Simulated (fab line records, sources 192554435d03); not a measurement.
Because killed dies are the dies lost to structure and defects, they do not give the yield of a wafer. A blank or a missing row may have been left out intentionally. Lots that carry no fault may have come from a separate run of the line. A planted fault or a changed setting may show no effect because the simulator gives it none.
Split-lot study ; flow n5-finfet ; 21 wafers read from 7 lots, route of 1938 steps

## ON THE SPLIT
At N5_BEOL_M14_PEB_08 (peb time 90 s), the setting peb-temp-c was moved away from the recipe's 130 C on 9 of the 21 wafers read, by -2.8% to +2.8%. The other wafers ran this setting at the recipe's value.

## FROM THE SPLIT TO THE READING: what the file shows between them, 5 steps
- N5_BEOL_M14_DEVELOP_09: develop time 45 s
- N5_BEOL_M14_HARDBAKE_14: time 120 s
- N5_BEOL_M14_CD_MEAS_10: target cd 250 nm
- N5_BEOL_M14_STRIP_71: strips in post etch residue remover, time 60 s
- N5_BEOL_M14_SRD_72: time 30 s, dry time 30 s

## THE READING
Shown in nm: cd-nm at N5_BEOL_M14_CD_MEAS_17, with target cd 250 nm. Typical for fault-free wafers on this fab line: 251.2 nm, with standard deviation 1.3 nm.

wafer;tool, chamber at the split;peb-temp-c as run, C;against the recipe;cd-nm, nm;against lot-mates on the recipe
L076.1;litho-track-02, 0;131.9;+1.5%;260.2;+2.5
L076.2;litho-track-02, 0;131.9;+1.5%;267.6;+9.9
L076.6;litho-track-02, 0;130;recipe;257.7;-
L082.2;litho-track-01, 0;130;recipe;251.2;-
L082.3;litho-track-01, 0;130;recipe;252.9;-
L082.4;litho-track-01, 0;130;recipe;254.3;-
L089.2;litho-track-02, 0;130;recipe;244.0;-
L089.3;litho-track-02, 0;133.7;+2.8%;267.7;+23.7
L089.5;litho-track-02, 0;133.7;+2.8%;267.3;+23.3
L087.2;litho-track-01, 0;130;recipe;252.6;-
L087.3;litho-track-01, 0;130;recipe;246.1;-
L087.6;litho-track-01, 0;133.2;+2.5%;263.9;+14.5
L092.1;litho-track-03, 0;126.4;-2.8%;221.3;-23.9
L092.3;litho-track-03, 0;130;recipe;240.7;-
L092.6;litho-track-03, 0;130;recipe;249.7;-
L094.1;litho-track-03, 0;130;recipe;250.3;-
L094.3;litho-track-03, 0;133.2;+2.5%;265.9;+15.6
L094.4;litho-track-03, 0;133.2;+2.5%;266.7;+16.4
L097.1;litho-track-01, 0;130;recipe;249.3;-
L097.3;litho-track-01, 0;130;recipe;238.9;-
L097.5;litho-track-01, 0;132.7;+2.1%;252.1;+8.0

THE FIT
A straight line over all 21 wafers: cd-nm changes by +7.28 nm for each +1% of peb-temp-c; r = +0.88; the points scatter about the line by 5.7 nm.
The same after taking each lot's own level away (the mean of its wafers on the recipe; 21 wafers): +7.19 nm for each +1%; r = +0.94; scatter 3.7 nm.
According to that fit, moving peb-temp-c by its largest amount changes the reading by 20 nm.
The span of the lots' own levels, 244.00 to 257.70 nm, comes to 10.5 times the standard deviation stated above.
Hence the lot-to-lot level has little effect on the slope; both slopes agree.
Check: with one of the wafers moved furthest among these (+2.8%) left out of the fit, the line predicts +18.7 nm for it against its lot-mates. Against them it came out at +23.7 nm.

## THE WHOLE CHAIN: every reading that the file lists as answering this split, in the file's order
step;what it does;reading;change (the file's fit);r (the file's)
N5_BEOL_M14_CD_MEAS_10;target cd 250 nm;cd-nm;+6.87 nm for each +1% of the setting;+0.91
N5_BEOL_M14_CD_MEAS_17;target cd 250 nm;cd-nm;+6.81 nm for each +1% of the setting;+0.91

## THE FILE'S OWN FIT
cd-nm changes by +6.81 nm for each +1% of peb-temp-c, r = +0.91.
